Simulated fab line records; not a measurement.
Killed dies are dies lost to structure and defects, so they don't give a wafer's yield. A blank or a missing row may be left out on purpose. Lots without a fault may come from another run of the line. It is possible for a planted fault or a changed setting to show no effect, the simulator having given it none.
Which tool was responsible? / flow nandHarc / 33 wafers from 11 lots sampled at 5 of the route's 1302 steps

## WHAT EACH GAUGE READ, for each wafer
NHARC_END_SORT_01.
lot=L984; measured=day 27 22:02; on=prober-01; defectLimitedYield (%)=93.9 93.9 94.2; killedAtArray=41 39 33; killedAtOther=0 1 3; killedAtPeriphery=0 1 3; killedDies=41 41 39; killedOpen=0 2 3; killedShort=0 4 7; sort_bin_2_pct (%)=2.1 2.8 2.4; sort_bin_3_pct (%)=0.9 0.7 0.6; sort_bin_4_pct (%)=3.1 2.5 2.8; sortNPass=636 636 638; sortRimYieldPct (%)=92 90 90; sortYieldPct (%)=93.9 93.9 94.2
lot=L995; measured=day 32 18:20; on=prober-01; defectLimitedYield (%)=90.8 89.8 93.6; killedAtArray=55 63 39; killedAtOther=1 1 1; killedAtPeriphery=6 5 3; killedDies=62 69 43; killedOpen=3 4 2; killedShort=5 2 2; sort_bin_2_pct (%)=2.8 3.0 2.2; sort_bin_3_pct (%)=0.4 0.1 0; sort_bin_4_pct (%)=5.9 7.1 4.1; sortNPass=615 608 634; sortRimYieldPct (%)=92 93 88; sortYieldPct (%)=90.8 89.8 93.6

## TOOL THAT RAN EACH LOT (tool first, then ch and the chambers of the sampled wafers, then the start)
lot=L977; NHARC_A_BONDPAD_DESCUM_11=rieDiel-12 ch 0,1,2, day 23 07:02; NHARC_A_BONDPAD_ANNEAL_28=rtpAnneal-02 ch 0, day 23 08:42; NHARC_HYBRID_BOND_ACTIVATE_00=rieDiel-01 ch 1,3, day 23 09:38; NHARC_THIN_TSV_DEP_43=pecvd-04 ch 0,1,2, day 23 21:02
lot=L978; NHARC_A_BONDPAD_DESCUM_11=rieDiel-12 ch 0,1, day 23 23:04; NHARC_A_BONDPAD_ANNEAL_28=rtpAnneal-02 ch 0, day 24 00:53; NHARC_HYBRID_BOND_ACTIVATE_00=rieDiel-01 ch 1,2,3, day 24 01:43; NHARC_THIN_TSV_DEP_43=pecvd-03 ch 0,1,2, day 24 14:14
lot=L980; NHARC_A_BONDPAD_DESCUM_11=rieDiel-12 ch 2,3, day 24 00:53; NHARC_A_BONDPAD_ANNEAL_28=rtpAnneal-01 ch 0, day 24 02:34; NHARC_HYBRID_BOND_ACTIVATE_00=rieDiel-13 ch 0,1,3, day 24 03:32; NHARC_THIN_TSV_DEP_43=pecvd-01 ch 0,2, day 24 13:03
lot=L976; NHARC_A_BONDPAD_DESCUM_11=rieDiel-12 ch 0,2,3, day 24 01:52; NHARC_A_BONDPAD_ANNEAL_28=rtpAnneal-01 ch 0, day 24 03:38; NHARC_HYBRID_BOND_ACTIVATE_00=rieDiel-05 ch 1,2,3, day 24 04:29; NHARC_THIN_TSV_DEP_43=pecvd-03 ch 0,2, day 24 15:31
lot=L983; NHARC_A_BONDPAD_DESCUM_11=rieDiel-04 ch 0,1,3, day 25 00:05; NHARC_A_BONDPAD_ANNEAL_28=rtpAnneal-01 ch 0, day 25 01:45; NHARC_HYBRID_BOND_ACTIVATE_00=rieDiel-01 ch 0,2,3, day 25 02:43; NHARC_THIN_TSV_DEP_43=pecvd-04 ch 0,1,2, day 25 15:15
lot=L982; NHARC_A_BONDPAD_DESCUM_11=rieDiel-12 ch 0,2,3, day 25 04:17; NHARC_A_BONDPAD_ANNEAL_28=rtpAnneal-02 ch 0, day 25 06:01; NHARC_HYBRID_BOND_ACTIVATE_00=rieDiel-01 ch 0,1,3, day 25 06:56; NHARC_THIN_TSV_DEP_43=pecvd-03 ch 0,1, day 25 17:37
lot=L985; NHARC_A_BONDPAD_DESCUM_11=rieDiel-12 ch 0,2,3, day 26 09:20; NHARC_A_BONDPAD_ANNEAL_28=rtpAnneal-01 ch 0, day 26 11:01; NHARC_HYBRID_BOND_ACTIVATE_00=rieDiel-13 ch 0,2, day 26 11:57; NHARC_THIN_TSV_DEP_43=pecvd-04 ch 0,2, day 26 23:25
lot=L984; NHARC_A_BONDPAD_DESCUM_11=rieDiel-04 ch 0,1,3, day 26 12:41; NHARC_A_BONDPAD_ANNEAL_28=rtpAnneal-02 ch 0, day 26 14:21; NHARC_HYBRID_BOND_ACTIVATE_00=rieDiel-01 ch 0,2,3, day 26 15:19; NHARC_THIN_TSV_DEP_43=pecvd-01 ch 0,1, day 27 06:10
lot=L994; NHARC_A_BONDPAD_DESCUM_11=rieDiel-12 ch 0,1,2, day 30 21:40; NHARC_A_BONDPAD_ANNEAL_28=rtpAnneal-02 ch 0, day 30 23:22; NHARC_HYBRID_BOND_ACTIVATE_00=rieDiel-01 ch 1,2,3, day 31 00:18; NHARC_THIN_TSV_DEP_43=pecvd-04 ch 0,1,2, day 31 11:52
lot=L995; NHARC_A_BONDPAD_DESCUM_11=rieDiel-12 ch 0,3, day 31 07:01; NHARC_A_BONDPAD_ANNEAL_28=rtpAnneal-01 ch 0, day 31 08:47; NHARC_HYBRID_BOND_ACTIVATE_00=rieDiel-01 ch 1,2, day 31 09:56; NHARC_THIN_TSV_DEP_43=pecvd-04 ch 0,1,2, day 32 01:44
lot=L996; NHARC_A_BONDPAD_DESCUM_11=rieDiel-12 ch 0,1,2, day 32 11:24; NHARC_A_BONDPAD_ANNEAL_28=rtpAnneal-01 ch 0, day 32 13:04; NHARC_HYBRID_BOND_ACTIVATE_00=rieDiel-13 ch 0,1,2, day 32 14:01; NHARC_THIN_TSV_DEP_43=pecvd-01 ch 1,2, day 33 01:35
- NHARC_A_BONDPAD_DESCUM_11: chemistry O2, time 3 s.
- NHARC_A_BONDPAD_ANNEAL_28: time 90 s.
- NHARC_HYBRID_BOND_ACTIVATE_00: chemistry N2, time 60 s.
- NHARC_THIN_TSV_DEP_43: deposits SiO2, target thk 1328.5 nm.

## AS READ BY THE TOOLS THEMSELVES (means over the sampled wafers that have a number; for cases with no such wafer, the mark the record gives instead)
NHARC_A_BONDPAD_DESCUM_11.
lot=L977; tool=rieDiel-12; drypumpMotorCurrentA (A)=5.6; oesProductAu (a.u.)=1.000; rfVppV (V)=58.1; showerheadPlenumPTorr (Torr)=1.94; throttleValvePct (%)=11.307
lot=L978; tool=rieDiel-12; drypumpMotorCurrentA (A)=5.2; oesProductAu (a.u.)=0.993; rfVppV (V)=59.3; showerheadPlenumPTorr (Torr)=1.97; throttleValvePct (%)=11.312
lot=L980; tool=rieDiel-12; drypumpMotorCurrentA (A)=5.9; oesProductAu (a.u.)=1.003; rfVppV (V)=57.6; showerheadPlenumPTorr (Torr)=1.89; throttleValvePct (%)=11.303
lot=L976; tool=rieDiel-12; drypumpMotorCurrentA (A)=5.5; oesProductAu (a.u.)=1.004; rfVppV (V)=57.7; showerheadPlenumPTorr (Torr)=1.95; throttleValvePct (%)=11.313
lot=L983; tool=rieDiel-04; drypumpMotorCurrentA (A)=5.6; oesProductAu (a.u.)=1.017; rfVppV (V)=57.6; showerheadPlenumPTorr (Torr)=1.88; throttleValvePct (%)=11.302
lot=L982; tool=rieDiel-12; drypumpMotorCurrentA (A)=5.5; oesProductAu (a.u.)=0.995; rfVppV (V)=58.1; showerheadPlenumPTorr (Torr)=1.95; throttleValvePct (%)=11.307
lot=L985; tool=rieDiel-12; drypumpMotorCurrentA (A)=5.5; oesProductAu (a.u.)=1.003; rfVppV (V)=58.7; showerheadPlenumPTorr (Torr)=1.95; throttleValvePct (%)=11.311
lot=L984; tool=rieDiel-04; drypumpMotorCurrentA (A)=5.6; oesProductAu (a.u.)=1.008; rfVppV (V)=58.2; showerheadPlenumPTorr (Torr)=1.88; throttleValvePct (%)=11.310
lot=L994; tool=rieDiel-12; drypumpMotorCurrentA (A)=5.5; oesProductAu (a.u.)=1.001; rfVppV (V)=58.6; showerheadPlenumPTorr (Torr)=1.94; throttleValvePct (%)=11.310
lot=L995; tool=rieDiel-12; drypumpMotorCurrentA (A)=5.1; oesProductAu (a.u.)=1.013; rfVppV (V)=58.5; showerheadPlenumPTorr (Torr)=2.01; throttleValvePct (%)=11.303
lot=L996; tool=rieDiel-12; drypumpMotorCurrentA (A)=5.6; oesProductAu (a.u.)=1.003; rfVppV (V)=58.3; showerheadPlenumPTorr (Torr)=1.94; throttleValvePct (%)=11.317

NHARC_A_BONDPAD_ANNEAL_28.
lot=L977 tool=rtpAnneal-02 wafer_temp_C_max=226.02
lot=L978 tool=rtpAnneal-02 wafer_temp_C_max=226.03
lot=L980 tool=rtpAnneal-01 wafer_temp_C_max=225.97
lot=L976 tool=rtpAnneal-01 wafer_temp_C_max=225.92
lot=L983 tool=rtpAnneal-01 wafer_temp_C_max=225.82
lot=L982 tool=rtpAnneal-02 wafer_temp_C_max=226.08
lot=L985 tool=rtpAnneal-01 wafer_temp_C_max=225.76
lot=L984 tool=rtpAnneal-02 wafer_temp_C_max=226.26
lot=L994 tool=rtpAnneal-02 wafer_temp_C_max=226.07
lot=L995 tool=rtpAnneal-01 wafer_temp_C_max=225.97
lot=L996 tool=rtpAnneal-01 wafer_temp_C_max=226.01

NHARC_HYBRID_BOND_ACTIVATE_00.
lot=L977; tool=rieDiel-01; drypumpMotorCurrentA (A)=5.7; n2FlowSccm (sccm)=199.9; oesProductAu (a.u.)=1.004; rfVppV (V)=64.7; showerheadPlenumPTorr (Torr)=1.76
lot=L978; tool=rieDiel-01; drypumpMotorCurrentA (A)=5.6; n2FlowSccm (sccm)=199.7; oesProductAu (a.u.)=1.003; rfVppV (V)=63.2; showerheadPlenumPTorr (Torr)=1.71
lot=L980; tool=rieDiel-13; drypumpMotorCurrentA (A)=6.0; n2FlowSccm (sccm)=200.7; oesProductAu (a.u.)=1.000; rfVppV (V)=63.9; showerheadPlenumPTorr (Torr)=1.72
lot=L976; tool=rieDiel-05; drypumpMotorCurrentA (A)=6.0; n2FlowSccm (sccm)=199.7; oesProductAu (a.u.)=0.989; rfVppV (V)=63.3; showerheadPlenumPTorr (Torr)=1.78
lot=L983; tool=rieDiel-01; drypumpMotorCurrentA (A)=5.4; n2FlowSccm (sccm)=199.8; oesProductAu (a.u.)=1.004; rfVppV (V)=64.0; showerheadPlenumPTorr (Torr)=1.74
lot=L982; tool=rieDiel-01; drypumpMotorCurrentA (A)=5.8; n2FlowSccm (sccm)=200.2; oesProductAu (a.u.)=1.005; rfVppV (V)=64.0; showerheadPlenumPTorr (Torr)=1.75
lot=L985; tool=rieDiel-13; drypumpMotorCurrentA (A)=5.7; n2FlowSccm (sccm)=200.6; oesProductAu (a.u.)=0.986; rfVppV (V)=64.2; showerheadPlenumPTorr (Torr)=1.79
lot=L984; tool=rieDiel-01; drypumpMotorCurrentA (A)=5.3; n2FlowSccm (sccm)=200.5; oesProductAu (a.u.)=1.001; rfVppV (V)=64.2; showerheadPlenumPTorr (Torr)=1.74
lot=L994; tool=rieDiel-01; drypumpMotorCurrentA (A)=5.6; n2FlowSccm (sccm)=200.0; oesProductAu (a.u.)=0.997; rfVppV (V)=63.5; showerheadPlenumPTorr (Torr)=1.71
lot=L995; tool=rieDiel-01; drypumpMotorCurrentA (A)=6.1; n2FlowSccm (sccm)=199.7; oesProductAu (a.u.)=1.000; rfVppV (V)=63.8; showerheadPlenumPTorr (Torr)=1.67
lot=L996; tool=rieDiel-13; drypumpMotorCurrentA (A)=6.0; n2FlowSccm (sccm)=200.3; oesProductAu (a.u.)=0.993; rfVppV (V)=63.3; showerheadPlenumPTorr (Torr)=1.78

NHARC_THIN_TSV_DEP_43.
lot=L977; tool=pecvd-04; flowSccm (sccm)=2649; rfFwdPowerW (W)=900.6; throttleValvePct (%)=16.5
lot=L978; tool=pecvd-03; flowSccm (sccm)=2653; rfFwdPowerW (W)=900.5; throttleValvePct (%)=15.9
lot=L980; tool=pecvd-01; flowSccm (sccm)=2649; rfFwdPowerW (W)=898.5; throttleValvePct (%)=14.8
lot=L976; tool=pecvd-03; flowSccm (sccm)=2648; rfFwdPowerW (W)=895.4; throttleValvePct (%)=15.8
lot=L983; tool=pecvd-04; flowSccm (sccm)=2654; rfFwdPowerW (W)=897.8; throttleValvePct (%)=16.6
lot=L982; tool=pecvd-03; flowSccm (sccm)=2649; rfFwdPowerW (W)=899.1; throttleValvePct (%)=15.9
lot=L985; tool=pecvd-04; flowSccm (sccm)=2651; rfFwdPowerW (W)=899.1; throttleValvePct (%)=17.2
lot=L984; tool=pecvd-01; flowSccm (sccm)=2653; rfFwdPowerW (W)=899.9; throttleValvePct (%)=15.3
lot=L994; tool=pecvd-04; flowSccm (sccm)=2651; rfFwdPowerW (W)=1040.2; throttleValvePct (%)=16.5
lot=L995; tool=pecvd-04; flowSccm (sccm)=2648; rfFwdPowerW (W)=1042.5; throttleValvePct (%)=16.6
lot=L996; tool=pecvd-01; flowSccm (sccm)=2650; rfFwdPowerW (W)=897.7; throttleValvePct (%)=14.8

## THE ANSWER, worked out from the rows above alone
Rule: the lots themselves supply what counts as usual. Put in order of their means at a reading, lots are off if they are a third of the lots or fewer, leave a main group of 4 or more, and stand apart from it by a gap of 3 or more times the standard deviation of the main group's means; of several such gaps the widest counts. A main group is skipped when, at the precision printed for the reading in the tables above, its means are all equal. A lot without any number at a reading at which 4 lots or more have one is off too. Any other lot the step has rows for is counted as sound. The gauges are gone through in route order, then the tools' own readings, and for those a lot's mean is taken as printed above. At the first step where some lot is off, the reading lying furthest off is the one used; lots without a number count as furthest.
Off, at NHARC_THIN_TSV_DEP_43 on rfFwdPowerW: L994, L995. The main group: mean 898.7 W, standard deviation 1.5.
A tool fits if, at that step or a process step before it, it ran every lot that is off, and no sound lot after the first of them. Undecided on this evidence; 2 tools fit (rieDiel-01 at NHARC_HYBRID_BOND_ACTIVATE_00, pecvd-04 at NHARC_THIN_TSV_DEP_43).

## WHAT THE SIMULATOR HAD PUT IN
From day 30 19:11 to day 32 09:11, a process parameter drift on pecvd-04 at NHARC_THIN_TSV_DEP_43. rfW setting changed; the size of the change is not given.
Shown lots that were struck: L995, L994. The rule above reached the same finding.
